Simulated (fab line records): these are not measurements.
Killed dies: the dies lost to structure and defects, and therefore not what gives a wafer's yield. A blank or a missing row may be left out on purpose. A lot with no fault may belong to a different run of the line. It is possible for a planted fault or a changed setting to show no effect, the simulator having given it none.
Chamber matching / flow nandHarc / NHARC_A_BLC_STRIP_21 on rieDiel-02 has 4 sister chambers
The step strips in O2. 20 wafers are shown with their chamber, then 10 later ones without.

## WAFERS PAIRED WITH THEIR CHAMBERS
wafer=L074.1; chamber=1; showerheadPlenumPTorr (Torr)=3.43; drypumpMotorCurrentA (A)=6.5; oesProductAu (a.u.)=0.979
wafer=L074.2; chamber=3; showerheadPlenumPTorr (Torr)=3.54; drypumpMotorCurrentA (A)=5.8; oesProductAu (a.u.)=1.007
wafer=L074.6; chamber=1; showerheadPlenumPTorr (Torr)=3.43; drypumpMotorCurrentA (A)=6.5; oesProductAu (a.u.)=0.986
wafer=L082.1; chamber=0; showerheadPlenumPTorr (Torr)=3.70; drypumpMotorCurrentA (A)=5.9; oesProductAu (a.u.)=1.015
wafer=L082.3; chamber=3; showerheadPlenumPTorr (Torr)=3.54; drypumpMotorCurrentA (A)=5.8; oesProductAu (a.u.)=1.031
wafer=L082.4; chamber=2; showerheadPlenumPTorr (Torr)=3.74; drypumpMotorCurrentA (A)=5.9; oesProductAu (a.u.)=1.014
wafer=L080.1; chamber=3; showerheadPlenumPTorr (Torr)=3.54; drypumpMotorCurrentA (A)=5.8; oesProductAu (a.u.)=1.033
wafer=L080.5; chamber=1; showerheadPlenumPTorr (Torr)=3.42; drypumpMotorCurrentA (A)=6.5; oesProductAu (a.u.)=0.984
wafer=L080.6; chamber=2; showerheadPlenumPTorr (Torr)=3.74; drypumpMotorCurrentA (A)=6.0; oesProductAu (a.u.)=1.006
wafer=L085.1; chamber=3; showerheadPlenumPTorr (Torr)=3.54; drypumpMotorCurrentA (A)=5.8; oesProductAu (a.u.)=1.022
wafer=L085.5; chamber=0; showerheadPlenumPTorr (Torr)=3.70; drypumpMotorCurrentA (A)=5.9; oesProductAu (a.u.)=1.019
wafer=L085.6; chamber=1; showerheadPlenumPTorr (Torr)=3.42; drypumpMotorCurrentA (A)=6.5; oesProductAu (a.u.)=0.992
wafer=L087.2; chamber=2; showerheadPlenumPTorr (Torr)=3.74; drypumpMotorCurrentA (A)=5.9; oesProductAu (a.u.)=1.010
wafer=L087.3; chamber=3; showerheadPlenumPTorr (Torr)=3.54; drypumpMotorCurrentA (A)=5.8; oesProductAu (a.u.)=1.014
wafer=L087.4; chamber=1; showerheadPlenumPTorr (Torr)=3.42; drypumpMotorCurrentA (A)=6.5; oesProductAu (a.u.)=0.985
wafer=L090.1; chamber=3; showerheadPlenumPTorr (Torr)=3.54; drypumpMotorCurrentA (A)=5.8; oesProductAu (a.u.)=1.011
wafer=L090.2; chamber=2; showerheadPlenumPTorr (Torr)=3.73; drypumpMotorCurrentA (A)=5.9; oesProductAu (a.u.)=0.999
wafer=L090.4; chamber=1; showerheadPlenumPTorr (Torr)=3.42; drypumpMotorCurrentA (A)=6.5; oesProductAu (a.u.)=0.982
wafer=L092.2; chamber=1; showerheadPlenumPTorr (Torr)=3.42; drypumpMotorCurrentA (A)=6.5; oesProductAu (a.u.)=0.987
wafer=L092.4; chamber=0; showerheadPlenumPTorr (Torr)=3.70; drypumpMotorCurrentA (A)=5.9; oesProductAu (a.u.)=1.013

SIGNATURES, as means of the wafers listed above
reading=showerheadPlenumPTorr; chamber 0=3.7000; chamber 1=3.4229; chamber 2=3.7375; chamber 3=3.5400; scatter within a chamber=0.00369
reading=drypumpMotorCurrentA; chamber 0=5.900; chamber 1=6.500; chamber 2=5.925; chamber 3=5.800; scatter within a chamber=0.0217
reading=oesProductAu; chamber 0=1.01567; chamber 1=0.98500; chamber 2=1.00725; chamber 3=1.01967; scatter within a chamber=0.00716
Rule: for a wafer and a chamber, the distance is found by dividing, reading by reading, the gap between the wafer's reading and the chamber's mean by the reading's scatter, squaring, summing and taking the root. If the next closest chamber is less than 2 further off than the closest, the wafer can't be placed; otherwise it belongs to the closest. The scatter: the root of (the sum of the squares of (reading less its chamber's mean) over the shown wafers, divided by (wafers less chambers)).

## WAFERS WHOSE CHAMBER IS MISSING
wafer=L092.5; showerheadPlenumPTorr (Torr)=3.70; drypumpMotorCurrentA (A)=5.9; oesProductAu (a.u.)=1.018
wafer=L094.1; showerheadPlenumPTorr (Torr)=3.73; drypumpMotorCurrentA (A)=6.0; oesProductAu (a.u.)=1.003
wafer=L094.3; showerheadPlenumPTorr (Torr)=3.42; drypumpMotorCurrentA (A)=6.5; oesProductAu (a.u.)=0.996
wafer=L094.5; showerheadPlenumPTorr (Torr)=3.73; drypumpMotorCurrentA (A)=5.9; oesProductAu (a.u.)=0.997
wafer=L095.1; showerheadPlenumPTorr (Torr)=3.70; drypumpMotorCurrentA (A)=5.9; oesProductAu (a.u.)=1.007
wafer=L095.4; showerheadPlenumPTorr (Torr)=3.73; drypumpMotorCurrentA (A)=5.9; oesProductAu (a.u.)=1.008
wafer=L095.6; showerheadPlenumPTorr (Torr)=3.73; drypumpMotorCurrentA (A)=5.9; oesProductAu (a.u.)=0.999
wafer=L097.2; showerheadPlenumPTorr (Torr)=3.42; drypumpMotorCurrentA (A)=6.5; oesProductAu (a.u.)=0.998
wafer=L097.4; showerheadPlenumPTorr (Torr)=3.54; drypumpMotorCurrentA (A)=5.8; oesProductAu (a.u.)=0.994
wafer=L097.5; showerheadPlenumPTorr (Torr)=3.73; drypumpMotorCurrentA (A)=5.9; oesProductAu (a.u.)=1.004

## WHICH CHAMBER EACH ONE RAN IN
wafer=L092.5; from the rows above=0; in truth=0
wafer=L094.1; from the rows above=2; in truth=2
wafer=L094.3; from the rows above=1; in truth=1
wafer=L094.5; from the rows above=2; in truth=2
wafer=L095.1; from the rows above=0; in truth=0
wafer=L095.4; from the rows above=2; in truth=2
wafer=L095.6; from the rows above=2; in truth=2
wafer=L097.2; from the rows above=1; in truth=1
wafer=L097.4; from the rows above=3; in truth=3
wafer=L097.5; from the rows above=2; in truth=2
Correct placement for 10 of the 10. From these rows, 0 cannot be placed. Wrongly placed: 0.
